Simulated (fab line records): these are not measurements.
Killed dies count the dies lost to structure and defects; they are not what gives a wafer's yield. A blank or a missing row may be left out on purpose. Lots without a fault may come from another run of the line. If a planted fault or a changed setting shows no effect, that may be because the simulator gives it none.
fab line records	flow nand-harc
[record] lots = 13	wafers = 39	last-day = 33
route steps=1302 shown P_STI@73 P_GATE@124
lots untouched by any fault: they come from a run of this same line in which no faults occurred
start-h: hours from the record's opening day to when the first of the lot's shown wafers began	wait-h: hours since the lot's step before	" as in the row above	L1.1+2: one row covering several wafers at once	- either no value or no given start	* or withheld: withheld	< > ~ a bound
route shown NAME@n: names a module that has steps shown in the file, with the first one's number in the route	usual: mean/standard deviation taken from wafers without a fault	same: alike in all rows	chamber/n: place in a boat	sites: each site's reading	_std_site: the standard deviation of these	_edge_site: outer sites' mean less inner sites'	radius-mm: how far each site lies from the wafer's centre	mask NAME#n: copy n	behind: the most recent tool/chamber to have shaped the wafer	hold: reason for holding the lot/hours on hold/outcome of the hold	device: which transistor (n, p or np) failed to switch	end of line: at the end of the route, the tests of the same wafers	where a step has no rows: the recipe by itself	killed: not the wafer's yield, but the dies lost to structure and defects at the first sort	map: a wafer's dies, marking killed ones x, the rest . and places with no die _
set.NAME: the setting that was run; set.NAME@STEP: the one run at that earlier step	model.NAME: the simulator's own value behind a step, which no gauge read
steps of the route over a sample of lots; a table a step, a row a wafer
services: from which hour (start-h, from the record's first day; less than 0 if before it) a tool's chamber was out of use, for how many hours, and why
[[steps]]
[step NHARC_P_STI_HM_DEP_30]
[recipe] target-thk-a = 800	temp-c = 790	pressure-mtorr = 300	time-s = 873	material = Si3N4
[usual] spike-tc-bottom-C = 807.8/1.2
lot.wafer	tool	chamber	start-h	wait-h	spike-tc-bottom-C
L293.1	lpcvd-02	1	39.06	3.9	804.3
L293.3	"	1	"	"	807.9
L293.4	"	1	"	"	806.4
L294.3	lpcvd-02	1	49.24	3.5	807.4
L294.4	"	1	"	"	807.3
L294.6	"	1	"	"	808.4
L295.1	lpcvd-01	0	59.58	3.5	807.1
L295.2	"	0	"	"	806.8
L295.3	"	0	"	"	808.8
L296.1	lpcvd-02	1	69.72	3.5	807.1
L296.2	"	1	"	"	806.2
L296.5	"	1	"	"	804.8
L298.2	lpcvd-02	0	90.37	3.5	809.3
L298.3	"	0	"	"	808.4
L298.5	"	0	"	"	809.0
L303.1	lpcvd-01	0	141.61	3.5	806.8
L303.3	"	0	"	"	807.8
L303.4	"	0	"	"	808.6
L305.1	lpcvd-01	0	175.46	3.5	807.6
L305.4	"	0	"	"	808.6
L305.5	"	0	"	"	807.6
L306.1	lpcvd-01	1	175.46	3.5	809.0
L306.2	"	1	"	"	808.7
L306.3	"	1	"	"	808.6
L307.1	lpcvd-01	1	175.46	3.5	804.8
L307.3	"	1	"	"	808.2
L307.5	"	1	"	"	808.6
L312.1	lpcvd-01	1	232.31	3.5	808.3
L312.2	"	1	"	"	808.4
L312.3	"	1	"	"	808.5
L313.1	lpcvd-01	1	243.27	3.5	809.8
L313.2	"	1	"	"	809.9
L313.3	"	1	"	"	810.4
L314.2	lpcvd-02	1	253.30	3.5	806.2
L314.4	"	1	"	"	808.0
L314.5	"	1	"	"	807.7
L316.1	lpcvd-01	1	268.06	3.5	807.9
L316.5	"	1	"	"	806.4
L316.6	"	1	"	"	806.4
[step NHARC_P_STI_INSPECT_11]
[usual] raw-defect-count = 5.4/2.6
lot.wafer	tool	chamber	start-h	wait-h	hold	raw-defect-count
L293.1	defect-inspect-01	-	43.25	0.0	-	1
L293.3	"	-	"	"	-	2
L293.4	"	-	"	"	-	2
L294.3	defect-inspect-02	-	53.45	0.0	-	8
L294.4	"	-	"	"	-	3
L294.6	"	-	"	"	-	3
L295.1	defect-inspect-01	-	65.45	0.0	-	3
L295.2	"	-	"	"	-	5
L295.3	"	-	"	"	-	5
L296.1	defect-inspect-01	-	73.88	0.0	-	5
L296.2	"	-	"	"	-	6
L296.5	"	-	"	"	-	4
L298.2	defect-inspect-01	-	94.56	0.0	-	4
L298.3	"	-	"	"	-	4
L298.5	"	-	"	"	-	5
L303.1	defect-inspect-01	-	145.85	0.0	await-dispo/0.2h/release	978
L303.3	"	-	"	"	await-dispo/0.2h/release	986
L303.4	"	-	"	"	await-dispo/0.2h/release	919
L303.1	defect-inspect-01	-	146.02	0.2	-	958
L303.3	"	-	"	"	-	995
L303.4	"	-	"	"	-	916
L305.1	defect-inspect-02	-	179.74	0.0	await-dispo/0.2h/release	934
L305.4	"	-	"	"	await-dispo/0.2h/release	871
L305.5	"	-	"	"	await-dispo/0.2h/release	985
L305.1	defect-inspect-02	-	179.91	0.2	-	929
L305.4	"	-	"	"	-	891
L305.5	"	-	"	"	-	979
L306.1	defect-inspect-02	-	179.90	0.0	-	10
L306.2	"	-	"	"	-	11
L306.3	"	-	"	"	-	4
L307.1	defect-inspect-02	-	180.06	0.0	-	5
L307.3	"	-	"	"	-	5
L307.5	"	-	"	"	-	10
L312.1	defect-inspect-02	-	236.60	0.0	-	4
L312.2	"	-	"	"	-	4
L312.3	"	-	"	"	-	6
L313.1	defect-inspect-01	-	249.18	0.1	-	5
L313.2	"	-	"	"	-	5
L313.3	"	-	"	"	-	2
L314.2	defect-inspect-01	-	257.53	0.0	-	6
L314.4	"	-	"	"	-	6
L314.5	"	-	"	"	-	7
L316.1	defect-inspect-02	-	272.09	0.0	-	8
L316.5	"	-	"	"	-	6
L316.6	"	-	"	"	-	4
[step NHARC_P_STI_CD_MEAS_16]
[usual] cd-nm = 199.5/1.9
lot.wafer	tool	chamber	start-h	wait-h	cd-nm
L293.1	cd-sem-03	-	43.83	-	196.4
L293.3	"	-	"	"	200.0
L293.4	"	-	"	"	199.2
L294.3	cd-sem-03	-	54.03	-	199.0
L294.4	"	-	"	"	198.5
L294.6	"	-	"	"	199.8
L295.1	cd-sem-03	-	66.03	-	200.5
L295.2	"	-	"	"	197.9
L295.3	"	-	"	"	199.2
L296.1	cd-sem-02	-	74.46	-	197.9
L296.2	"	-	"	"	200.6
L296.5	"	-	"	"	199.2
L298.2	cd-sem-03	-	95.12	-	199.1
L298.3	"	-	"	"	198.8
L298.5	"	-	"	"	196.5
L306.1	cd-sem-01	-	180.47	-	202.2
L306.2	"	-	"	"	199.6
L306.3	"	-	"	"	200.7
L307.1	cd-sem-02	-	180.63	-	202.9
L307.3	"	-	"	"	201.1
L307.5	"	-	"	"	202.9
L312.1	cd-sem-03	-	237.17	-	196.4
L312.2	"	-	"	"	197.3
L312.3	"	-	"	"	196.1
L313.1	cd-sem-03	-	249.78	-	200.9
L313.2	"	-	"	"	199.6
L313.3	"	-	"	"	202.4
L314.2	cd-sem-02	-	258.12	-	197.0
L314.4	"	-	"	"	198.3
L314.5	"	-	"	"	196.9
L316.1	cd-sem-01	-	272.66	-	200.7
L316.5	"	-	"	"	200.0
L316.6	"	-	"	"	199.8
[step NHARC_P_GATE_DESCUM_13]
[recipe] time-s = 3	o2-flow-sccm = 200	ar-flow-sccm = 0	bias-power-w = 0	chemistry = O2
[usual] drypump-motor-current-A = 5.6/0.48	mfc-ar-sccm = 0.007/0.0079	oes-product-au = 1.000/0.0079	rf-vpp-V = 57.6/0.82	showerhead-plenum-p-Torr = 1.89/0.059	throttle-valve-pct = 11.310/0.0099
lot.wafer	tool	chamber	start-h	wait-h	drypump-motor-current-A	mfc-ar-sccm	oes-product-au	rf-hours-counter-h	rf-vpp-V	showerhead-plenum-p-Torr	throttle-valve-pct
L293.3	rie-diel-09	2	80.16	-	5.2	0.017	0.989	4.2	56.1	1.92	11.310
L293.4	"	0	"	"	5.0	0.016	1.003	4.1	56.6	1.97	11.310
L293.1	"	1	"	"	6.2	0.003	1.001	4.4	58.3	1.95	11.316
L294.4	rie-diel-09	2	94.93	-	5.2	0.017	1.005	4.4	57.6	1.92	11.331
L294.3	"	0	"	"	5.0	0.016	1.017	4.4	59.4	1.97	11.318
L294.6	"	2	"	"	5.1	0.017	1.001	-	59.3	1.92	11.320
L295.3	rie-diel-02	1	106.79	-	5.9	0	1.005	2.6	57.3	1.79	11.317
L295.1	"	2	"	"	5.3	0.012	0.984	3.5	57.5	1.80	11.310
L295.2	"	0	"	"	5.6	0	0.997	3.1	58.6	1.99	11.315
L296.1	rie-diel-13	2	106.96	-	6.1	0	1.004	6.1	56.2	1.83	11.304
L296.2	"	3	"	"	6.2	0	0.995	6.7	56.7	1.93	11.292
L296.5	"	1	"	"	4.9	0	1.018	-	58.1	1.84	11.313
L298.3	rie-diel-09	3	130.01	-	5.9	0.016	0.993	6.8	59.1	1.91	11.317
L298.2	"	1	"	"	6.2	0.003	1.000	5.8	57.6	1.95	11.312
L298.5	"	3	"	"	5.9	0.016	1.002	-	58.3	1.91	11.304
L307.3	rie-diel-02	3	227.93	-	5.8	0.020	0.996	0.1	57.7	1.96	11.330
L307.1	"	1	"	"	5.9	0	1.002	0.1	57.7	1.79	11.299
L307.5	"	3	"	"	5.8	0.020	0.993	-	57.6	1.96	11.311
L306.1	rie-diel-09	2	228.09	-	5.2	0.017	0.987	4.3	57.9	1.92	11.313
L306.2	"	3	"	"	5.8	0.016	1.002	4.2	57.5	1.91	11.303
L306.3	"	0	"	"	5.0	0.016	1.005	3.7	57.4	1.97	11.311
L312.2	rie-diel-02	2	280.24	-	5.2	0.012	0.985	2.1	57.7	1.80	11.306
L312.3	"	0	"	"	5.6	0	1.016	2.1	57.8	1.98	11.307
L312.1	"	1	"	"	5.9	0	0.997	2.3	57.1	1.79	11.295
L313.3	rie-diel-13	2	288.08	-	6.1	0	1.007	7.5	57.1	1.83	11.325
L313.1	"	3	"	"	6.2	0	1.002	6.6	58.7	1.93	11.324
L313.2	"	0	"	"	5.8	0.000	1.001	7.7	57.6	1.85	11.297
L314.2	rie-diel-13	3	296.71	-	6.2	0	0.999	7.0	57.6	1.93	11.307
L314.4	"	3	"	"	6.3	0	0.993	-	57.1	1.93	11.295
L314.5	"	3	"	"	6.2	0	0.994	-	57.5	1.93	11.313
L316.1	rie-diel-13	0	310.14	-	5.8	0.000	1.002	8.5	59.0	1.85	11.323
L316.5	"	3	"	"	6.2	0	1.006	-	57.8	1.93	11.300
L316.6	"	0	"	"	5.7	0.000	1.014	-	58.0	1.85	11.322
[step NHARC_P_GATE_DEP_103]
[recipe] target-thk-a = 300	target-thk-nm = 30	temp-c = 400	flow-sccm = 200	rf-w = 350	material = SiON
[usual] heater-power-w = 729/64
lot.wafer	tool	chamber	start-h	wait-h	heater-power-w
L293.1	pecvd-01	2	93.34	0.6	800
L293.3	"	1	"	"	709
L293.4	"	2	"	"	765
L294.3	pecvd-01	2	108.08	0.3	826
L294.6	"	2	"	"	847
L294.4	"	1	"	"	728
L296.2	pecvd-04	1	122.82	0.5	658
L296.1	"	2	"	"	679
L296.5	"	2	"	"	677
L295.1	pecvd-03	1	123.43	0.6	673
L295.3	"	2	"	"	821
L295.2	"	0	"	"	721
L298.3	pecvd-03	2	146.08	0.3	728
L298.2	"	1	"	"	759
L298.5	"	2	"	"	738
L306.1	pecvd-03	1	242.21	1.2	748
L306.2	"	2	"	"	832
L306.3	"	0	"	"	754
L307.1	pecvd-03	1	242.38	1.0	727
L307.3	"	0	"	"	783
L307.5	"	0	"	"	785
L312.3	pecvd-04	0	293.65	0.3	658
L312.1	"	1	"	"	652
L312.2	"	2	"	"	636
L313.3	pecvd-04	0	305.01	0.9	678
L313.2	"	1	"	"	687
L313.1	"	2	"	"	673
L314.2	pecvd-03	2	311.52	0.5	796
L314.5	"	0	"	"	832
L314.4	"	1	"	"	737
L316.1	pecvd-03	1	323.42	0.6	770
L316.5	"	0	"	"	724
L316.6	"	2	"	"	826
[[services]]
tool	chamber	start-h	hours	kind
rie-diel-09	0	18.06	18.3	repair
rie-diel-13	1	21.62	1.9	repair
lpcvd-01	-	26.00	26.0	pm
rie-diel-02	-	39.70	9.0	pm
rie-diel-13	0	47.28	8.4	repair
pecvd-03	-	61.37	1.3	repair
rie-diel-13	-	89.51	0.5	repair
lpcvd-01	-	105.68	0.7	repair
lpcvd-02	-	134.97	0.7	repair
rie-diel-09	-	143.10	9.0	pm
pecvd-03	-	149.62	1.1	repair
rie-diel-13	-	165.00	9.0	pm
pecvd-03	-	185.54	13.0	pm
rie-diel-09	-	210.56	2.0	repair
rie-diel-09	-	228.74	0.5	repair
rie-diel-13	1	242.72	8.6	repair
rie-diel-13	3	262.99	15.8	repair
rie-diel-13	3	292.77	2.9	repair
rie-diel-13	2	295.12	15.4	repair
rie-diel-13	0	295.13	13.1	repair
rie-diel-09	0	306.56	7.1	repair
rie-diel-13	1	314.96	4.5	repair
rie-diel-09	0	316.54	3.2	repair
rie-diel-09	-	320.10	9.0	pm
[[key]]
[first-sign] step = NHARC_P_STI_INSPECT_11	reading = visit	direction = added
[effect] step = NHARC_P_STI_INSPECT_11	reading = raw-defect-count	direction = up	sigmas = 99+	usual = 5.4	struck = 945.5
met-at NHARC_P_STI_HM_DEP_30
struck-lots L303,L305
struck-wafers L303.1,L303.3,L303.4,L305.1,L305.4,L305.5
scrapped-behind NHARC_P_STI_INSPECT_11 L303.1,L303.3,L303.4,L305.1,L305.4,L305.5
not-acting-at NHARC_P_STI_CD_MEAS_16,NHARC_P_GATE_DESCUM_13,NHARC_P_GATE_DEP_103
onset-between 59.58 141.61
[fault] kind = chamber-particle-source	tool = lpcvd-01	chamber = 0	onset-h = 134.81	steps = NHARC_P_STI_HM_DEP_30	rate-per-visit-cm2 = 1.4789	end-h = 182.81
